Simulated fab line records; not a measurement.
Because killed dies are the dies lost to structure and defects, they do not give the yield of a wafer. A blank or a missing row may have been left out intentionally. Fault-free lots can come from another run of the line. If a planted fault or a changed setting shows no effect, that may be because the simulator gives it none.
Code-filled problem report in 8D (eight disciplines) form || flow nand-harc || the parts of the form that need people (team, actions taken, sign-off) are left out

## 1. THE PROBLEM
run-length-s at NHARC_A_WL_FILL_ETCHBACK_04 reads a mean of 138.1 s on 6 wafers of 3 lots; wafers without a fault read 141.7 s with a standard deviation of 0.47. That is -7.6 standard deviations from the usual mean.
The step: etches the open film in NF3, target depth 60 nm, time 120 s.
Seen first at day 19 21:17 on rie-metal-02, wafer L983.2. The record has a number at this step for 39 wafers belonging to 13 lots. The rule behind "out" and "out of limits": a value lying over 4 standard deviations away from the usual mean. Any other wafer with a number is counted as sound.

## 2. WHAT IT IS, WHAT IT ISN'T
{"question": "which readings at this step", "is": "run-length-s", "is not": "drypump-motor-current-A, he-backside-leak-sccm, oes-product-au"}
{"question": "which lots", "is": "L983, L984, L987", "is not": "L965, L966, L969, L970, L972, L976, L978, L979, L981, L988"}
{"question": "which wafers of those lots", "is": "L983.2, L983.3, L984.2, L984.3, L987.2, L987.3", "is not": "L983.1, L984.6, L987.1"}
{"question": "read on which tools", "is": "rie-metal-02", "is not": "rie-metal-01, rie-metal-03"}
{"question": "when", "is": "from day 19 21:17", "is not": "up to then (28 sound wafers); but 5 sound wafers of L984, L987, L988 came after"}

## 3. SUSPECTS, AND WHAT RULES EACH OUT
Counting: if a tool at a process step up to the reading ran every lot that is out, it stays a suspect. Sound lots after the first of them don't rule it out here, since some wafers of a struck lot are sound.
- rie-metal-02 at NHARC_A_WL_FILL_ETCHBACK_04 (etches the open film in NF3, target depth 60 nm, time 120 s): kept. Every lot that is out went through it, the first being L983 (day 19 21:17); the last sound lot it ran before that was L979 (day 18 03:58). On those wafers its own readings are out: run-length-s.
Remaining after the count: rie-metal-02 at NHARC_A_WL_FILL_ETCHBACK_04.

## 4. THE CAUSE (what the simulator had put in)
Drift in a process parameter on rie-metal-02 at NHARC_A_WL_FILL_ETCHBACK_04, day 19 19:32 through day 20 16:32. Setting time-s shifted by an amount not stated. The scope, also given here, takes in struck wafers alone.
This tool alone remained once counting was done.

## 5. THE CHAIN OF EFFECTS, in route order
Rows list readings where the struck wafers' mean (over those with a number) sits beyond 3 standard deviations from the usual. Scope: only readings with a usual standard deviation given in the record; hours: median across lots of the time from each lot's start at the first step in this table that gives one to its start at this step; sigmas: change in usual standard deviations.
{"hours": 0, "step": "NHARC_A_WL_FILL_ETCHBACK_04", "reading": "run-length-s", "usual": "141.7 s", "on struck wafers": 138.1, "change": -3.6, "sigmas": -7.6}
The process steps in it:
- NHARC_A_WL_FILL_ETCHBACK_04: etches the open film in NF3, target depth 60 nm, time 120 s.

## 6. WHAT WOULD HAVE CAUGHT IT SOONER
First out-of-limits reading in this record: day 19 21:17, which is 2 hours after fault onset at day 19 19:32.
